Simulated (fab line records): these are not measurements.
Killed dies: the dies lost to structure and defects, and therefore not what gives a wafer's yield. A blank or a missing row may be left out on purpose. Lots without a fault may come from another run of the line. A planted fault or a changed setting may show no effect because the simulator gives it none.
Comparing a struck lot with a sound one ; flow n5Finfet ; 18 steps out of a route of 1938
Sound: wafers L520.1, L520.2, L520.5. Struck: wafer L526.3 (left out: L526.6, a lot-mate that was not struck); the cause follows at the end.
Each step with rows lists, per side, the tool, then ch with its chambers, then its first start. Under that, the readings that differ: sound wafers ; struck wafers ; difference of the means ; sigmas: that difference in standard deviations of wafers without a fault.
alike: readings whose means differ by less than 2 such deviations, and words and numbers that are the same on both sides. not compared: withheld readings, readings that some wafer has no value for, bounds like >300 that may hide the same value, and numbers for which the record gives no deviation and whose values overlap.
Wherever a step has rows on one side only, a row that says differs or no value, or a row with sigmas, the two part there. Numbers that don't overlap but have no deviation are shown without sigmas and don't part them. A reading that every wafer of one side lacks parts them only if that side has two wafers or more.

first, 6 steps without rows for these wafers: N5_BEOL_M6_COAT_22 (resist thk 30 nm); N5_BEOL_M6_EBR_24; N5_BEOL_M6_SOFTBAKE_23 (time 60 s); N5_BEOL_M6_EXPOSE_25 (exposes mask V5, target cd 40 nm); N5_BEOL_M6_PEB_26 (peb time 60 s); N5_BEOL_M6_DEVELOP_27 (develop time 30 s).
N5_BEOL_M6_CD_MEAS_28 targets a cd of 40 nm.
  sound on cdSem-01 ch 0, day 10 00:17; struck on cdSem-03 ch 0, day 12 08:57
  alike: cdNm
N5_BEOL_M6_OVL_MEAS_29:
  sound on overlay-01 ch 0, day 10 00:19; struck on overlay-02 ch 0, day 12 08:59
  alike: V5_OVL
N5_BEOL_M6_INSPECT_30: inspects for defects (brightfield).
  sound: defectInspect-01 at day 10 00:22; struck: defectInspect-01 at day 12 09:02
  alike: rawDefectCount
N5_BEOL_M6_DESCUM_33: chemistry O2, time 7 s.
  sound on rieDiel-06 ch 2,3, day 10 01:01; struck on rieDiel-03 ch 3, day 12 09:04
  alike: drypumpMotorCurrentA, oesProductAu, rfFwdPowerW, rfVppV, showerheadPlenumPTorr, throttleValvePct
  not compared: rfHoursCounterH
N5_BEOL_M6_ETCH_72: etches underlayer in N2/H2, target depth 6.5 nm, time 5.2 s.
  sound on rieDiel-06 ch 2,3, day 10 01:02; struck on rieDiel-03 ch 3, day 12 09:06
reading;sound;struck;difference;sigmas
rfFwdPowerW (W);820.9 823.5 822.2;814.7;-7.5;-3
  alike: biasW, drypumpMotorCurrentA, etchRfOnTimeS, oesProductAu, rfVppV, showerheadPlenumPTorr, throttleValvePct
  not compared: rfHoursCounterH
N5_BEOL_M6_ETCH_65: etches SiARC in CF4, target depth 15.6 nm, time 26 s.
  sound on rieDiel-06 ch 2,3, day 10 01:04; struck on rieDiel-03 ch 3, day 12 09:07
  alike: biasW, drypumpMotorCurrentA, etchRfOnTimeS, mfcArSccm, oesProductAu, rfFwdPowerW, rfVppV, showerheadPlenumPTorr, throttleValvePct
  not compared: rfHoursCounterH
N5_BEOL_M6_ETCH_66: etches SOC in N2/H2, target depth 80 nm, overetch 16 nm, time 120 s.
  sound on rieDiel-06 ch 2,3, day 10 01:05; struck on rieDiel-03 ch 3, day 12 09:09
reading;sound;struck;difference;sigmas
model.SiARC_of_BEOL_M6_COAT_64.thkNm (nm);6.2 6.6 6.6;4.2;-2.3;
model.BEOL_M6.cdNm (nm);39.8 39.8 39.8;40.8;+1.0;
  alike: biasW, drypumpMotorCurrentA, oesProductAu, rfFwdPowerW, rfVppV, showerheadPlenumPTorr, throttleValvePct
  not compared: rfHoursCounterH
then, 2 steps without rows for these wafers: N5_BEOL_M6_STRIP_69 (strips in N2/H2); N5_BEOL_M6_STRIP_73 (strips in N2/H2).
N5_BEOL_M6_VIA_ETCH_34: etches SiCOH lowk in C4F6/O2, target depth 126.3 nm, time 50.9 s.
  sound on rieDiel-06 ch 2,3, day 10 01:11; struck on rieDiel-03 ch 3, day 12 09:15
reading;sound;struck;difference;sigmas
model.BEOL_M6.cdNm (nm);39.8 39.8 40;40.6;+0.7;
  alike: biasW, drypumpMotorCurrentA, mfcArSccm, oesProductAu, rfFwdPowerW, rfVppV, showerheadPlenumPTorr, throttleValvePct
  not compared: rfHoursCounterH
then, 1 step without rows for these wafers: N5_BEOL_M6_STRIP_76 (strips in C4F6/O2).
N5_PASSIVATION_PROBE_49:
  rows exist in the record for the sound wafers here (prober-01, day 14 05:29), none for the struck ones

WHERE THEY PART
First at N5_BEOL_M6_ETCH_72; last, within this record, at N5_PASSIVATION_PROBE_49.

WHY: the cause the simulator had injected
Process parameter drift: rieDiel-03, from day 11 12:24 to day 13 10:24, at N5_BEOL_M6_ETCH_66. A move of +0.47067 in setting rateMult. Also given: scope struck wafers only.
